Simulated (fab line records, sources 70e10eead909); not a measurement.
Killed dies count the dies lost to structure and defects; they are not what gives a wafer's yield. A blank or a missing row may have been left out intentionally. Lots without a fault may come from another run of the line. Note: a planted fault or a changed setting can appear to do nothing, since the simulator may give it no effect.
Comparing a struck lot with a sound one || flow nand-harc || 13 out of 1302 route steps
Sound: these wafers, L292.2, L292.3, L292.6. The struck wafers were L303.3, L303.4, L303.5. The cause comes at the end.
Per side, at each step with rows, come the tool, then ch with its chambers, and then its first start. Under that, the readings that differ: sound wafers || struck wafers || difference of the means || sigmas: that difference in standard deviations of wafers without a fault.
alike: readings whose means differ by less than 2 such deviations, and words and numbers that are the same on both sides. not compared: withheld readings, readings that some wafer has no value for, bounds like >300 that may hide the same value, and numbers for which the record gives no deviation and whose values overlap.
The two part at a step that has a row with sigmas, a row that says differs or no value, or rows on one side only. Numbers that don't overlap but have no deviation are shown without sigmas and don't part them. A reading missing from all wafers of one side parts the sides only when that side holds two or more wafers.

NHARC_A_CHANNEL_FILL_D1_ETCHBACK_08: etches the open film in C4F8, target depth 220 nm, time 110 s.
  sound on rie-diel-12 ch 0,1,3; struck on rie-diel-03 ch 0,3
  alike: chamber-pressure-mTorr, oes-product-au, rf-vpp-V
  not compared: rf-hours-counter-h
NHARC_A_CHANNEL_FILL_D1_STRIP_29: strips in O2, time 20 s.
  sound on rie-diel-12 ch 1,3; struck on rie-diel-03 ch 0,2,3
{"reading": "drypump-motor-current-A (A)", "sound": "6.4 5.7 6.5", "struck": "5.0 5.7 5.2", "difference": -0.9, "sigmas": -2}
{"reading": "throttle-valve-pct (%)", "sound": "17.018 17.033 17.029", "struck": "17.063 17.039 17.042", "difference": "+0.021", "sigmas": "+2"}
  alike: chamber-pressure-mTorr, oes-product-au, rf-vpp-V, showerhead-plenum-p-Torr
  not compared: rf-hours-counter-h
then, 3 steps without rows for these wafers: NHARC_A_CHANNEL_FILL_D1_PRECLEAN_30 (cleans in dHF, time 30 s); NHARC_A_CHANNEL_FILL_D1_SRD_31; NHARC_A_CHANNEL_FILL_D1_CVD_09 (deposits poly-Si, target thk 150 nm, time 3000 s).
NHARC_A_CHANNEL_FILL_D1_CMP_10: polishes, target thk 150 nm.
  sound on cmp-01 ch 0,1, day 12 06:39; struck on cmp-04 ch 0,1,3, day 16 04:31
  alike: motor-current-A, time-to-endpoint-s
after that, 1 step had no rows for these wafers: NHARC_A_CHANNEL_FILL_D1_SRD_12.
NHARC_A_CHANNEL_FILL_D1_INSPECT_13:
  sound on defect-inspect-02 at day 12 07:04; struck on defect-inspect-01 at day 16 04:56
  alike: raw-defect-count
NHARC_A_DECK1_JOINT_ETCHBACK_07: etches the open film in HBr, target depth 105 nm, time 26.9 s.
  sound on rie-si-04 ch 0,1,2, day 12 07:09; struck on rie-si-04 ch 0,1, day 16 05:00
  alike: chamber-pressure-mTorr, drypump-motor-current-A, oes-product-au, throttle-valve-pct
  not compared: rf-hours-counter-h
then, 1 step without rows for these wafers: NHARC_A_DECK1_JOINT_ETCH_25 (etches SiO2 in dHF, target depth 0.5 nm).
NHARC_A_DECK1_JOINT_ETCH_19: etches poly-Si in TMAH, target depth 3 nm.
  sound on wet-bench-09 ch 1,2,6, day 12 07:19; struck on wet-bench-07 ch 2,3,4, day 16 05:11
  no value came back on the struck wafers for bath-heat-duty-pct (%), temp-c (C); on the sound wafers bath-heat-duty-pct (%) reads 5.9 6.1 5.6
then, 1 step without rows for these wafers: NHARC_A_DECK1_JOINT_ETCH_18 (etches SiO2 in dHF, target depth 3 nm).
-- break in the record here, with 13 days between the starts of the struck wafers on either side (left off in module A_DECK1_JOINT, picked up again in module END, where the first step shown is number 1302 on the route) --
NHARC_END_SORT_01:
  here the record holds rows for the struck wafers (prober-01 ch 0, day 29 07:09) but none for the sound ones

WHERE THEY PART
Last at NHARC_END_SORT_01 as far as this record goes, first at NHARC_A_CHANNEL_FILL_D1_STRIP_29.

WHY: the cause the simulator had injected
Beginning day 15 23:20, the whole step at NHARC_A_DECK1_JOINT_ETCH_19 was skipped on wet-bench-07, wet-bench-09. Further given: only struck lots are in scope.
